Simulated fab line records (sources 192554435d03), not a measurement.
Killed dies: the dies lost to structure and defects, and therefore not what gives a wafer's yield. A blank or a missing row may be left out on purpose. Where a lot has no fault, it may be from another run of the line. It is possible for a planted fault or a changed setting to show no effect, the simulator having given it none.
fab line records    flow n5Finfet
[record] lots = 10  wafers = 30  lastDay = 19
route steps=1938 shown BEOL_M3@1002 BEOL_M4@1111 PASSIVATION@1936
lots that met no fault: from a run of the same line without faults
startH: hours from the record's opening day to when the first of the lot's shown wafers began    waitH: how many hours have passed since the lot's step before this one    " identical to the entry in the row above    L1.1+2: several wafers, shown together as one row    - either no value or no given start    * or withheld: withheld    < > ~ a bound
route shown NAME@n: a module of which the file shows steps, and the number in the route of the first    usual: mean/standard deviation of fault-free wafers    same: alike in all rows    chamber/n: place in a boat    sites: per-site readings    _std_site: their standard deviation    _edge_site: outer sites' mean less inner sites'    radiusMm: for every site, how far away it sits from the centre of the wafer    mask NAME#n: copy n    behind: the most recent tool/chamber to have shaped the wafer    hold: why the lot was held/for how many hours/how that ended    device: which transistor (n, p or np) failed to switch    end of line: tests of these same wafers at the route's end    a step given without rows: its recipe and nothing more    killed: count of dies lost to structure and defects at first sort (not the wafer's yield)    map: a wafer's dies, marking killed ones x, the rest . and places with no die _
set.NAME: setting as actually run; set.NAME@STEP: the setting as run at that earlier step    model.NAME: the simulator's own value behind a step, which no gauge read
the route's steps for a sample of lots (tables are steps, rows are wafers)
services: when a tool's chamber went out of use (startH, in hours from the record's first day, below 0 if earlier), for how many hours, and the reason
[[steps]]
[step N5_BEOL_M3_SPUTTER_88]
[recipe] material = Cu  targetThkA = 45  tempC = -20  chamberPressurePa = 0.07  powerW = withheld  timeS = 8.29
[usual] throttleValvePct = 30.0/1.2
lot.wafer  tool           chamber  startH  waitH  throttleValvePct
L198.2     pvdSputter-02  -        176.67  0.1    30.3
L198.5     "              -        "       "      28.4
L198.6     "              -        "       "      30.2
L197.1     pvdSputter-03  -        179.45  0.1    32.4
L197.2     "              -        "       "      29.1
L197.4     "              -        "       "      29.1
L202.2     pvdSputter-02  -        217.34  0.1    29.8
L202.5     "              -        "       "      28.3
L202.6     "              -        "       "      30.1
L203.2     pvdSputter-03  -        220.95  0.1    31.9
L203.3     "              -        "       "      29.0
L203.5     "              -        "       "      31.1
L206.2     pvdSputter-01  -        226.73  0.1    30.0
L206.3     "              -        "       "      30.2
L206.4     "              -        "       "      28.3
L207.2     pvdSputter-03  -        277.20  0.1    29.3
L207.3     "              -        "       "      32.4
L207.4     "              -        "       "      31.3
L204.3     pvdSputter-02  -        278.42  0.1    31.4
L204.4     "              -        "       "      30.5
L204.5     "              -        "       "      31.2
L211.2     pvdSputter-01  -        284.41  0.1    28.1
L211.3     "              -        "       "      29.0
L211.6     "              -        "       "      28.3
L215.1     pvdSputter-01  -        301.65  0.1    28.1
L215.2     "              -        "       "      30.3
L215.3     "              -        "       "      30.2
L216.4     pvdSputter-02  -        321.68  0.1    30.2
L216.5     "              -        "       "      28.7
L216.6     "              -        "       "      30.2
[step N5_BEOL_M3_SPUTTER_94]
[recipe] material = Cu  targetThkA = 45  tempC = -20  chamberPressurePa = 0.07  powerW = withheld  timeS = 8.29
[usual] throttleValvePct = 30.0/1.2
lot.wafer  tool           chamber  startH  waitH  throttleValvePct
L198.2     pvdSputter-02  -        177.33  0.1    30.1
L198.5     "              -        "       "      28.6
L198.6     "              -        "       "      30.2
L197.1     pvdSputter-03  -        180.11  0.1    31.7
L197.2     "              -        "       "      29.2
L197.4     "              -        "       "      28.7
L202.2     pvdSputter-02  -        218.00  0.1    30.2
L202.5     "              -        "       "      28.3
L202.6     "              -        "       "      30.3
L203.2     pvdSputter-03  -        221.69  0.1    32.0
L203.3     "              -        "       "      29.1
L203.5     "              -        "       "      30.9
L206.2     pvdSputter-01  -        227.39  0.1    29.9
L206.3     "              -        "       "      30.3
L206.4     "              -        "       "      28.1
L207.2     pvdSputter-03  -        277.86  0.1    29.0
L207.3     "              -        "       "      32.1
L207.4     "              -        "       "      30.9
L204.3     pvdSputter-02  -        279.08  0.1    31.1
L204.4     "              -        "       "      30.4
L204.5     "              -        "       "      31.1
L211.2     pvdSputter-01  -        285.07  0.1    28.3
L211.3     "              -        "       "      29.1
L211.6     "              -        "       "      28.2
L215.1     pvdSputter-01  -        302.31  0.1    28.2
L215.2     "              -        "       "      30.3
L215.3     "              -        "       "      30.2
L216.4     pvdSputter-02  -        322.34  0.1    30.3
L216.5     "              -        "       "      28.3
L216.6     "              -        "       "      30.1
[step N5_BEOL_M3_ECD_50]
[recipe] material = Cu  targetThkA = 3000
lot.wafer   tool      chamber  startH  waitH
L198.2+5+6  ecdCu-01  1,0,1    177.67  0.1
L197.1+2+4  ecdCu-01  0,1,1    180.45  0.1
L202.2+5+6  ecdCu-02  0,0,1    218.33  0.1
L203.2+3+5  ecdCu-02  1,0,1    222.07  0.1
L206.2+3+4  ecdCu-02  1,1,0    227.73  0.1
L207.2+3+4  ecdCu-02  0,1,0    278.20  0.1
L204.3+4+5  ecdCu-02  1,0,0    279.43  0.1
L211.2+3+6  ecdCu-02  1,1,0    285.41  0.1
L215.1+2+3  ecdCu-02  0,1,1    302.65  0.1
L216.4+5+6  ecdCu-02  0,0,1    322.69  0.1
[step N5_BEOL_M3_ANNEAL_51]
[recipe] tempC = 225  timeS = 90  ambient = N2
[usual] wafer_temp_C_max = 226.1/0.33
lot.wafer  tool          chamber  startH  waitH  wafer_temp_C_max
L198.2     rtpAnneal-01  0        177.83  0.1    225.5
L198.5     "             0        "       "      225.7
L198.6     "             0        "       "      225.6
L197.1     rtpAnneal-01  0        180.52  0.1    225.7
L197.2     "             0        "       "      226.1
L197.4     "             0        "       "      226.0
L202.2     rtpAnneal-02  0        218.54  0.2    226.4
L202.5     "             0        "       "      226.4
L202.6     "             0        "       "      226.4
L203.2     rtpAnneal-02  0        222.19  0.1    226.8
L203.3     "             0        "       "      226.5
L203.5     "             0        "       "      226.2
L206.2     rtpAnneal-01  0        227.85  0.1    225.9
L206.3     "             0        "       "      226.1
L206.4     "             0        "       "      225.8
L207.2     rtpAnneal-02  0        278.32  0.1    226.4
L207.3     "             0        "       "      226.4
L207.4     "             0        "       "      226.5
L204.3     rtpAnneal-02  0        279.58  0.1    226.6
L204.4     "             0        "       "      226.5
L204.5     "             0        "       "      226.2
L211.2     rtpAnneal-01  0        285.53  0.1    225.6
L211.3     "             0        "       "      225.5
L211.6     "             0        "       "      225.9
L215.1     rtpAnneal-02  0        302.73  0.1    226.4
L215.2     "             0        "       "      226.1
L215.3     "             0        "       "      226.1
L216.4     rtpAnneal-01  0        322.89  0.2    225.9
L216.5     "             0        "       "      225.9
L216.6     "             0        "       "      226.3
[step N5_BEOL_M3_CMP_52]
[recipe] stopOn = SiOC  tOverpolishS = 6.8  downForcePsi = 1  platenRpm = 50  clearingPlatenDownForcePsi = 1.5  clearingPlatenRpm = 50  postCmpClean = cuAlkaline  targetThkNm = 40  clearingPlatenPadVelocityMS = 0.99484  padVelocityMS = 0.99484
[usual] motorCurrentA = 5.8/0.62  padLifeWafers = 1136/600  timeToEndpointS = 62.2/2.7
lot.wafer  tool    chamber  startH  waitH  motorCurrentA  padLifeWafers  timeToEndpointS
L198.2     cmp-01  0        178.19  0.3    5.0            1023           63.0
L198.5     "       1        "       "      6.5            -              63.9
L198.6     "       2        "       "      5.4            -              56.5
L197.4     cmp-04  2        180.82  0.1    6.1            1398           64.1
L197.1     "       0        "       "      6.4            1400           58.4
L197.2     "       1        "       "      5.0            1401           66.2
L202.2     cmp-01  1        218.87  0.3    6.3            1352           66.9
L202.5     "       3        "       "      4.9            -              62.3
L202.6     "       0        "       "      5.1            -              64.6
L203.3     cmp-02  3        222.48  0.2    5.5            811            1.0
L203.2     "       1        "       "      6.6            813            2.4
L203.5     "       2        "       "      5.8            -              0.4
L206.4     cmp-01  3        228.12  0.1    4.7            1422           0.9
L206.3     "       1        "       "      6.6            1424           2.7
L206.2     "       2        "       "      5.6            1425           2.3
L207.2     cmp-02  0        278.61  0.2    5.6            1297           59.4
L207.3     "       1        "       "      6.7            1298           64.3
L207.4     "       2        "       "      5.9            1299           64.4
L204.4     cmp-02  0        279.87  0.2    5.5            1310           64.0
L204.3     "       1        "       "      6.2            1311           66.5
L204.5     "       3        "       "      5.0            -              65.7
L211.2     cmp-01  3        285.82  0.2    4.7            1831           61.3
L211.3     "       0        "       "      4.9            1832           60.3
L211.6     "       3        "       "      4.9            -              60.1
L215.3     cmp-01  0        303.02  0.2    5.0            1974           58.1
L215.1     "       2        "       "      5.4            1976           57.9
L215.2     "       3        "       "      4.8            1977           60.2
L216.4     cmp-04  2        323.17  0.2    5.8            387            58.4
L216.6     "       3        "       "      6.1            -              59.8
L216.5     "       0        "       "      6.9            -              55.5
[step N5_BEOL_M4_RC_MEAS_101]
[usual] DIBL_N = 36.6/1.3  DIBL_P = 36.4/1.4  IOFF_N = 0.167/0.023  IOFF_P = 0.219/0.029  ION_N = 678/8.7  ION_P = 464/6.4  SS_N = 71.5/0.53  SS_P = 73.4/0.57  VT_N = 248.5/2.8  VT_P = -249/3.1
lot.wafer  tool       chamber  startH  waitH  DIBL_N[mV/V]  DIBL_P[mV/V]  IOFF_N[nA/um]  IOFF_P[nA/um]  ION_N[uA/um]  ION_P[uA/um]  SS_N[mV/dec]  SS_P[mV/dec]  VT_N[mV]  VT_P[mV]
L198.2     prober-02  0        193.25  0.2    35.6          34.5          0.152          0.219          676           470           71.3          73.5          247.8     -246
L198.5     "          0        "       "      37.3          36.0          0.181          0.244          685           472           71.9          73.3          246.9     -247
L198.6     "          0        "       "      36.9          36.0          0.180          0.244          679           468           71.7          73.9          249.0     -245
L197.1     prober-02  0        196.22  0.0    35.3          33.7          0.136          0.182          658           455           70.3          73.0          255.9     -250
L197.2     "          0        "       "      34.1          32.7          0.125          0.170          659           458           70.5          72.9          253.4     -250
L197.4     "          0        "       "      34.1          33.6          0.129          0.179          668           458           70.8          72.8          253.7     -251
L202.2     prober-01  0        233.17  0.2    36.8          37.2          0.144          0.192          676           460           71.5          73.0          251.5     -252
L202.5     "          0        "       "      36.2          36.7          0.149          0.185          678           460           71.3          73.2          251.0     -256
L202.6     "          0        "       "      35.3          35.4          0.128          0.163          675           452           71.1          72.7          253.6     -255
L207.2     prober-02  0        290.19  0.2    35.6          34.4          0.148          0.192          673           458           70.7          73.2          250.9     -250
L207.3     "          0        "       "      36.8          36.1          0.175          0.229          687           468           71.4          73.6          248.2     -248
L207.4     "          0        "       "      35.9          35.5          0.152          0.214          671           464           71.7          73.0          248.8     -248
L204.3     prober-01  0        300.31  0.3    35.0          35.7          0.166          0.218          672           460           71.2          72.8          247.8     -251
L204.4     "          0        "       "      37.5          38.7          0.216          0.273          671           466           71.8          73.4          248.1     -248
L204.5     "          0        "       "      36.5          37.6          0.195          0.262          671           469           71.5          74.1          247.5     -249
L211.2     prober-01  0        317.16  0.2    36.7          35.2          0.151          0.167          675           448           72.3          73.0          250.5     -255
L211.3     "          0        "       "      36.8          37.2          0.157          0.193          674           460           71.7          73.3          248.2     -254
L211.6     "          0        "       "      35.3          35.2          0.133          0.169          665           453           71.6          72.5          251.8     -252
L215.1     prober-01  0        334.52  0.0    39.3          37.6          0.193          0.207          689           461           71.7          74.3          245.8     -252
L215.2     "          0        "       "      37.9          37.0          0.165          0.200          679           466           71.7          73.7          249.2     -253
L215.3     "          0        "       "      37.2          36.2          0.149          0.180          672           456           71.6          73.5          252.1     -255
L216.4     prober-01  0        351.61  0.5    37.1          39.1          0.171          0.247          674           463           72.1          73.3          249.8     -248
L216.5     "          0        "       "      37.7          38.4          0.176          0.233          675           465           72.4          73.7          250.0     -248
L216.6     "          0        "       "      36.9          38.3          0.168          0.222          678           466           71.7          73.8          252.3     -251
[step N5_PASSIVATION_PROBE_49]
[usual] defectLimitedYield = 91.6/1.6  killed_at_M0_to_M3 = 32/9.7  killed_at_M4_up = 13/4.4  killedAtContacts = 12/6.5  killedAtFrontEnd = 38/12  killedAtOther = 3.7/3  killedDies = 99/18  killedOnRim = 13/3.9  killedOpen = 66/14  killedShort = 32/7.5  sort_bin_5_function = 4.9/1  sort_bin_6_memory = 3.2/0.73  sortNPass = 1081/18  sortYieldPct = 91.6/1.6
[same] grossDies = 1180  killedAtBackSide = 0  sort_bin_4_leakage[%] = 0  sort_bin_8_speed[%] = 0
lot.wafer  tool       chamber  startH  waitH  defectLimitedYield[%]  killed_at_M0_to_M3  killed_at_M4_up  killedAtContacts  killedAtFrontEnd  killedAtOther  killedDies  killedOnRim  killedOpen  killedShort  sort_bin_5_function[%]  sort_bin_6_memory[%]  sortNPass  sortYieldPct[%]
L197.1     prober-01  -        299.13  0.0    90.3                   39                  8                16                48                4              115         13           85          30           4.7                     5.0                   1065       90.3
L197.2     prober-01  -        299.18  0.1    89.0                   56                  13               8                 52                1              130         12           93          37           5.6                     4.8                   1050       89.0
L197.4     prober-01  -        299.28  0.2    91.4                   43                  12               9                 34                3              101         14           64          37           4.9                     3.4                   1079       91.4
L198.2     prober-02  -        299.79  0.1    92.4                   26                  10               19                31                4              90          15           58          32           4.8                     2.6                   1090       92.4
L198.5     prober-02  -        299.94  0.2    91.9                   26                  9                24                30                6              95          11           66          29           4.7                     3.0                   1085       91.9
L198.6     prober-02  -        299.99  0.3    91.4                   26                  7                12                52                4              101         10           64          35           4.7                     3.6                   1079       91.4
L206.2     prober-01  -        353.45  0.1    0                      1130                8                6                 32                4              1180        152          53          28           97.3                    2.5                   0          0
L206.3     prober-01  -        353.50  0.1    0                      1133                11               2                 25                9              1180        152          59          33           95.9                    3.8                   0          0
L206.4     prober-01  -        353.55  0.2    0                      1134                3                6                 27                10             1180        152          56          28           96.7                    2.5                   0          0
L203.2     prober-02  -        353.72  0.1    0                      1132                14               17                14                3              1180        152          63          17           97.0                    2.9                   0          0
L203.3     prober-02  -        353.77  0.1    0                      1106                13               8                 44                9              1180        152          75          36           96.0                    3.7                   0          0
L203.5     prober-02  -        353.87  0.2    0                      1109                9                9                 43                10             1180        152          63          34           96.3                    3.3                   0          0
L204.3     prober-02  -        408.41  0.1    93.6                   31                  16               2                 25                2              76          3            53          21           4.2                     1.9                   1104       93.6
L204.4     prober-02  -        408.46  0.2    91.9                   24                  16               16                27                12             95          13           65          28           4.7                     3.1                   1085       91.9
L204.5     prober-02  -        408.51  0.2    94.7                   20                  11               7                 19                6              63          9            37          23           3.6                     1.8                   1117       94.7
L215.1     prober-02  -        449.64  0.0    93.8                   15                  8                11                39                0              73          6            46          24           4.3                     1.5                   1107       93.8
L215.2     prober-02  -        449.69  0.1    93.1                   23                  9                5                 43                1              81          13           55          23           4.0                     2.6                   1099       93.1
L215.3     prober-02  -        449.74  0.1    95.0                   18                  8                5                 27                1              59          6            37          20           2.8                     1.9                   1121       95.0
// killed by level:class
L197.1 MOL_CONTACT_COAG:geometricParticle:open=13 BEOL_M0:geometricParticle:open=10 BEOL_M1:geometricParticle:open=10 FIN_SAQP:geometricParticle:open=8 BEOL_M3:geometricParticle:open=7 GATE_CUT:geometricParticle:short=6 STI_FIN_REVEAL:geometricParticle:open=5 DUMMY_GATE:geometricParticle:open=5
L197.2 STI_FIN_REVEAL:geometricParticle:open=18 BEOL_M0_SAQP:geometricParticle:short=11 BEOL_M3:geometricParticle:open=11 BEOL_M0_SAQP:geometricParticle:open=10 DUMMY_GATE:geometricParticle:open=8 BEOL_M1:geometricParticle:open=8 GATE_CUT:geometricParticle:open=6 FIN_SAQP:geometricParticle:open=5
L197.4 STI_FIN_REVEAL:geometricParticle:open=14 BEOL_M0_SAQP:geometricParticle:short=13 BEOL_M1:geometricParticle:open=11 BEOL_M0_SAQP:geometricParticle:open=8 MOL_CONTACT_COAG:geometricParticle:open=6 DUMMY_GATE:geometricParticle:open=5 BEOL_M4:geometricParticle:open=5 FIN_SAQP:geometricParticle:open=4
L198.2 FIN_SAQP:geometricParticle:open=11 MOL_CONTACT_COAG:geometricParticle:open=11 MOL_CONTACT_COAG:geometricParticle:short=8 BEOL_M0:geometricParticle:open=5 BEOL_M3:geometricParticle:open=5 STI_FIN_REVEAL:geometricParticle:open=4 GATE_CUT:geometricParticle:open=4 GATE_CUT:geometricParticle:short=4
L198.5 MOL_CONTACT_COAG:geometricParticle:open=15 DUMMY_GATE:geometricParticle:open=9 MOL_CONTACT_COAG:geometricParticle:short=9 BEOL_M0_SAQP:geometricParticle:open=6 BEOL_M2:geometricParticle:open=5 BEOL_M3:geometricParticle:open=5 FIN_SAQP:geometricParticle:open=4 BEOL_M0_SAQP:geometricParticle:short=4
L198.6 STI_FIN_REVEAL:geometricParticle:open=16 MOL_CONTACT_COAG:geometricParticle:open=12 GATE_CUT:geometricParticle:short=9 BEOL_M2:geometricParticle:short=7 BEOL_M3:geometricParticle:open=7 DUMMY_GATE:geometricParticle:open=5 BEOL_M0:geometricParticle:open=5 STI_FIN_REVEAL:geometricParticle:short=4
L206.2 BEOL_M3:areaEcd=1099 BEOL_M1:geometricParticle:open=10 GATE_CUT:geometricParticle:short=6 MOL_CONTACT_COAG:geometricParticle:open=6 FIN_SAQP:geometricParticle:open=5 BEOL_M0_SAQP:geometricParticle:short=5 BEOL_M2:geometricParticle:open=5 DUMMY_GATE:geometricParticle:open=4
L206.3 BEOL_M3:areaEcd=1088 BEOL_M1:geometricParticle:open=15 BEOL_M0_SAQP:geometricParticle:short=5 BEOL_M1:geometricParticle:short=4 STI_FIN_REVEAL:geometricParticle:open=4 ILD0:geometricParticle:short=4 BEOL_M0_SAQP:geometricParticle:open=4 BEOL_M2:geometricParticle:short=4
L206.4 BEOL_M3:areaEcd=1096 BEOL_M1:geometricParticle:open=12 MOL_CONTACT_COAG:geometricParticle:open=6 BEOL_M0:geometricParticle:open=6 FIN_SAQP:geometricParticle:open=5 BEOL_M2:geometricParticle:open=5 FIN_SAQP:geometricParticle:short=4 DUMMY_GATE:geometricParticle:open=4
L203.2 BEOL_M3:areaEcd=1100 MOL_CONTACT_COAG:geometricParticle:open=16 BEOL_M3:geometricParticle:open=10 BEOL_M0_SAQP:geometricParticle:short=8 BEOL_M2:geometricParticle:open=7 BEOL_M0_SAQP:geometricParticle:open=5 BEOL_M7:geometricParticle:open=5 DUMMY_GATE:geometricParticle:open=4
L203.3 BEOL_M3:areaEcd=1067 BEOL_M0_SAQP:geometricParticle:open=12 BEOL_M2:geometricParticle:open=9 BEOL_M0_SAQP:geometricParticle:short=8 GATE_CUT:geometricParticle:short=7 MOL_CONTACT_COAG:geometricParticle:open=7 BEOL_M3:geometricParticle:open=6 FIN_SAQP:geometricParticle:short=5
L203.5 BEOL_M3:areaEcd=1082 STI_FIN_REVEAL:geometricParticle:open=11 MOL_CONTACT_COAG:geometricParticle:open=9 DUMMY_GATE:geometricParticle:open=8 FIN_SAQP:geometricParticle:short=7 BEOL_M2:geometricParticle:open=7 BEOL_M3:geometricParticle:open=5 BEOL_M0_SAQP:geometricParticle:short=4
L204.3 BEOL_M3:geometricParticle:open=13 BEOL_M1:geometricParticle:open=6 BEOL_M4:geometricParticle:open=5 GATE_CUT:geometricParticle:open=4 BEOL_M3:geometricParticle:short=4 FIN_SAQP:geometricParticle:short=3 FIN_SAQP:geometricParticle:open=3 DUMMY_GATE:geometricParticle:open=3
L204.4 MOL_CONTACT_COAG:geometricParticle:open=12 BEOL_M3:geometricParticle:open=10 DUMMY_GATE:geometricParticle:open=5 MIM_TOP_ETCH:geometricParticle:open=5 BEOL_M1:geometricParticle:open=5 PASS1_CAP:geometricParticle:short=5 BEOL_M3:geometricParticle:short=4 BEOL_M5:geometricParticle:open=4
L204.5 BEOL_M2:geometricParticle:open=8 STI_FIN_REVEAL:geometricParticle:open=4 MOL_CONTACT_COAG:geometricParticle:open=4 BEOL_M4:geometricParticle:open=4 STARTING-WAFER:geometricParticle:short=4 MOL_CONTACT_COAG:geometricParticle:short=3 BEOL_M0_SAQP:geometricParticle:short=3 MIM_TOP_ETCH:geometricParticle:open=3
L215.1 STI_FIN_REVEAL:geometricParticle:open=12 MOL_CONTACT_COAG:geometricParticle:open=8 FIN_SAQP:geometricParticle:open=6 BEOL_M2:geometricParticle:open=5 DUMMY_GATE:geometricParticle:open=4 GATE_CUT:geometricParticle:short=4 FIN_SAQP:geometricParticle:short=3 BEOL_M0_SAQP:geometricParticle:short=3
L215.2 FIN_SAQP:geometricParticle:open=12 BEOL_M0_SAQP:geometricParticle:short=10 BEOL_M0_SAQP:geometricParticle:open=9 STI_FIN_REVEAL:geometricParticle:open=7 MOL_CONTACT_COAG:geometricParticle:open=5 DUMMY_GATE:geometricParticle:short=4 GATE_CUT:geometricParticle:open=4 FIN_SAQP:geometricParticle:short=3
L215.3 DUMMY_GATE:geometricParticle:open=6 FIN_SAQP:geometricParticle:short=5 MOL_CONTACT_COAG:geometricParticle:open=4 BEOL_M0_SAQP:geometricParticle:open=3 BEOL_M0_SAQP:geometricParticle:short=3 BEOL_M3:geometricParticle:open=3 STARTING-WAFER:geometricParticle:short=3 FIN_SAQP:geometricParticle:open=2
[[services]]
tool           chamber  startH  hours  kind
cmp-04         -        182.94  5.0    pm
cmp-02         -        192.28  1.1    repair
rtpAnneal-02   -        226.87  3.0    pm
cmp-01         -        244.45  9.3    pm
cmp-02         -        255.89  0.6    repair
ecdCu-01       -        258.37  2.3    repair
cmp-01         -        262.96  1.1    repair
pvdSputter-02  -        265.13  12.8   repair
cmp-04         -        267.99  4.0    pm
cmp-04         -        271.99  -      consumableReplace:conditioner
cmp-04         -        271.99  -      consumableReplace:pad
cmp-02         -        275.61  1.5    repair
ecdCu-02       -        293.37  0.7    repair
cmp-02         -        295.52  9.9    pm
ecdCu-01       -        307.20  2.7    repair
cmp-02         -        307.53  3.0    pm
[[key]]
[firstSign] step = N5_BEOL_M3_CMP_52  reading = timeToEndpointS  direction = down  sigmas = 22  usual = *  struck = *
[effect] step = N5_PASSIVATION_PROBE_49  reading = killed_at_M0_to_M3  direction = up  sigmas = 99+  usual = 32  struck = 1124
[moreKillsBornAt] N5_BEOL_M3_ECD_50@ecdCu-02 = 6532
metAt N5_BEOL_M3_ECD_50
struckLots L203,L206
laterRowsLeftOut L203.2,L203.3,L203.5,L206.2,L206.3,L206.4
notActingAt N5_BEOL_M3_SPUTTER_88,N5_BEOL_M3_SPUTTER_94,N5_BEOL_M3_ANNEAL_51
onsetBetween 218.33 222.07
[earlierFault] kind = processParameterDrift  tool = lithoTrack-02  chamber = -  onsetH = 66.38  steps = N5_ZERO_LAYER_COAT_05  channel = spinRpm  offset = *  shape = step  actsIn = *  stated = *
[fault] kind = skippedStepWhole  tool = ecdCu-02  chamber = -  onsetH = 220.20  steps = N5_BEOL_M3_ECD_50  scope = struckLotsOnly
// laterRowsLeftOut: the simulator's readings of these wafers behind a module that went badly wrong aren't trusted and aren't shown, but for the sort
